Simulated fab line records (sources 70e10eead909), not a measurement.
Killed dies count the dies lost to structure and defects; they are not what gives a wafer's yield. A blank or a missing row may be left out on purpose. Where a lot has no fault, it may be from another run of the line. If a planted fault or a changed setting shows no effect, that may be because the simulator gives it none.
Problem report in the 8D (eight disciplines) form, filled by code -- flow nand harc -- the parts of the form that need people (team, actions taken, sign-off) are left out

== 1. THE PROBLEM ==
Mean of cd nm at NHARC_A_CONTACT_CD_MEAS_08: 205.2 nm across 6 wafers in 2 lots; on wafers with no fault it is 200.5 nm (standard deviation 0.63). Measured from the usual mean, that is +7.4 standard deviations.
The step: target cd 200 nm.
First seen on wafer L535.3, day 25 13:22, on cd sem-02. The record holds 36 wafers of 12 lots with a number at this step. By rule, "out" or "out of limits" means more than 4 standard deviations away from the usual mean. All remaining wafers that have a number are taken as sound.

== 2. WHAT IT IS, WHAT IT ISN'T ==
question,is,is not
which readings at this step,cd nm,-
which lots,"L535, L539","L528, L529, L530, L533, L542, L543, L545, L546, L550, L551"
which wafers of those lots,all that have a number,-
read on which gauges,"cd sem-02, cd sem-03",cd sem-01
when,from day 25 13:22,"up to then (12 sound wafers); but 18 sound wafers of L542, L543, L545, L546, L550, L551 came after"

== 3. THE SUSPECTS, EACH WITH WHAT RULES IT OUT ==
Counting: any tool at a process step up to the reading is kept as a suspect provided that every lot that is out went through it and no sound lot did after the first of them.
- the gauge at NHARC_A_CONTACT_CD_MEAS_08 is ruled out. Those wafers that are out were read across 2 gauges (cd sem-02, cd sem-03).
- pecvd-03 at NHARC_A_CONTACT_DEP_85 (deposits SiON, target thk 60 nm): ruled out as a lasting fault. Sound lots L542, L545, L546, L551 ran on it after its first lot that is out, L535 (day 25 12:41).
- arfi scanner-01 at NHARC_A_CONTACT_EXPOSE_05 (exposes mask A CC): kept. All lots that are out passed through it, beginning with L535 at day 25 13:14, and no sound lot followed; its final sound lot before that point was L530 at day 23 00:02. Its own readings are out on those wafers: exposure dose mJ cm2.
Left after counting: arfi scanner-01 at NHARC_A_CONTACT_EXPOSE_05.

== 4. THE CAUSE (what the simulator had put in) ==
Process parameters drifting: arfi scanner-01 at NHARC_A_CONTACT_EXPOSE_05, beginning at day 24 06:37. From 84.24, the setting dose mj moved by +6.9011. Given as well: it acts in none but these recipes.
This tool alone remained once counting was done.

== 5. THE CHAIN OF EFFECTS, in route order ==
One row per reading whose mean, taken over the struck wafers that have a number, lies over 3 standard deviations from the usual. Scope: only readings with a usual standard deviation given in the record; hours: median across lots of the time from each lot's start at the first step in this table that gives one to its start at this step; sigmas: change in usual standard deviations.
hours,step,reading,usual,on struck wafers,change,sigmas
0,NHARC_A_CONTACT_EXPOSE_05,exposure dose mJ cm2,84.15,90.28,+6.13,+69
0,NHARC_A_CONTACT_CD_MEAS_08,cd nm,200.5 nm,205.2,+4.7,+7.4
Process steps it contains:
- NHARC_A_CONTACT_EXPOSE_05: exposes mask A CC.

== 6. WHAT WOULD HAVE CAUGHT IT SOONER ==
31 hours passed between the start of the fault at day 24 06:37 and the first reading out of limits at a measuring or inspecting step in this record, taken at day 25 13:22.
At NHARC_A_CONTACT_EXPOSE_05, the tool's own readings (exposure dose mJ cm2) were out on each struck wafer the step has a row for, so an alarm limit on them would have fired on the first such wafer.
L539, from the lots that are out (2), started NHARC_A_CONTACT_EXPOSE_05 on arfi scanner-01 later than day 25 13:22. Holding the tool at that time would have saved it.
